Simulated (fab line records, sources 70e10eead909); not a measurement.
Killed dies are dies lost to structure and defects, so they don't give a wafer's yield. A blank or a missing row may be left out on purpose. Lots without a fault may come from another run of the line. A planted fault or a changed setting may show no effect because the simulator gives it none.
A struck lot beside a sound one | flow nand_harc | 14 steps out of a route of 1302
Sound: wafers L948.1, L948.2, L948.3. Struck: wafers L952.1, L952.4, L952.5. The cause comes at the end.
At each step with rows: each side's tool, then ch and its chambers, then its first start. Under that, the readings that differ: sound wafers | struck wafers | difference of the means | sigmas: that difference in standard deviations of wafers without a fault.
alike: readings whose means differ by less than 2 such deviations, and words and numbers that are the same on both sides. not compared: withheld readings, readings that some wafer has no value for, bounds like >300 that may hide the same value, and numbers for which the record gives no deviation and whose values overlap.
The two part at a step that has a row with sigmas, a row that says differs or no value, or rows on one side only. Numbers that don't overlap but have no deviation are shown without sigmas and don't part them. A reading that every wafer of one side lacks parts them only if that side has two wafers or more.

first, 7 steps without rows for these wafers: NHARC_A_STAIRCASE_COAT_211; NHARC_A_STAIRCASE_SOFTBAKE_212 (time 170 s); NHARC_A_STAIRCASE_EBR_213; NHARC_A_STAIRCASE_EXPOSE_214 (exposes mask STAIR 3); NHARC_A_STAIRCASE_PEB_215 (peb time 130 s); NHARC_A_STAIRCASE_DEVELOP_216 (time 140 s); NHARC_A_STAIRCASE_HARDBAKE_218 (time 140 s).
NHARC_A_STAIRCASE_DESCUM_219: chemistry O2, time 3 s.
  sound on rie_diel-06 ch 0,2,3, day 22 12:10; struck on rie_diel-13 ch 1,2,3, day 23 13:07
  alike: drypump_motor_current_A, oes_product_au, rf_vpp_V, showerhead_plenum_p_Torr, throttle_valve_pct
  not compared: rf_hours_counter_h
NHARC_A_STAIRCASE_TRIM_220: chemistry O2, time 211.2 s.
  sound on rie_diel-06 ch 0,2,3, day 22 12:16; struck on rie_diel-13 ch 0,1,2, day 23 13:13
  alike: drypump_motor_current_A, oes_product_au, rf_vpp_V, showerhead_plenum_p_Torr, throttle_valve_pct
  not compared: rf_hours_counter_h
NHARC_A_STAIRCASE_ETCH_221: etches the open film in C4F8/O2, target depth 100 nm, time 40.5 s.
  sound on rie_diel-06 ch 0,1,2; struck on rie_diel-13 ch 0,2,3
  alike: bias_w, chamber_pressure_mTorr, oes_product_au, rf_fwd_power_W, rf_vpp_V
  not compared: rf_hours_counter_h
NHARC_A_STAIRCASE_TRIM_222: chemistry O2, time 211.2 s.
  sound on rie_diel-06 ch 1,2,3; struck on rie_diel-13 ch 0,2
  alike: drypump_motor_current_A, oes_product_au, rf_vpp_V, showerhead_plenum_p_Torr, throttle_valve_pct
  not compared: rf_hours_counter_h
NHARC_A_STAIRCASE_ETCH_223: etches the open film in C4F8/O2, target depth 100 nm, time 40.5 s.
  sound on rie_diel-06 ch 0,2,3, day 22 12:38; struck on rie_diel-13 ch 0,3, day 23 13:43
  no value came back on the struck wafers for any of 6 readings (bias_w (W), chamber_pressure_mTorr (mTorr) and others); on the sound wafers bias_w (W) reads 1001.5 1000.7 1004.2
NHARC_A_STAIRCASE_TRIM_224: chemistry O2, time 211.2 s.
  sound on rie_diel-06 ch 0,1,2; struck on rie_diel-13 ch 0,1,2
  alike: drypump_motor_current_A, oes_product_au, rf_vpp_V, showerhead_plenum_p_Torr, throttle_valve_pct
  not compared: rf_hours_counter_h
-- the record jumps here: 8 days lie between the struck wafers' starts before and after (it left off in module A_STAIRCASE and takes up again in module END, whose first step shown is number 1302 of the route) --
NHARC_END_SORT_01:
  the record has rows for the struck wafers here (prober-02 ch 0, day 31 19:54) and none for the sound ones

WHERE THEY PART
First at NHARC_A_STAIRCASE_ETCH_223; last, within this record, at NHARC_END_SORT_01.

WHY: what the simulator had put in
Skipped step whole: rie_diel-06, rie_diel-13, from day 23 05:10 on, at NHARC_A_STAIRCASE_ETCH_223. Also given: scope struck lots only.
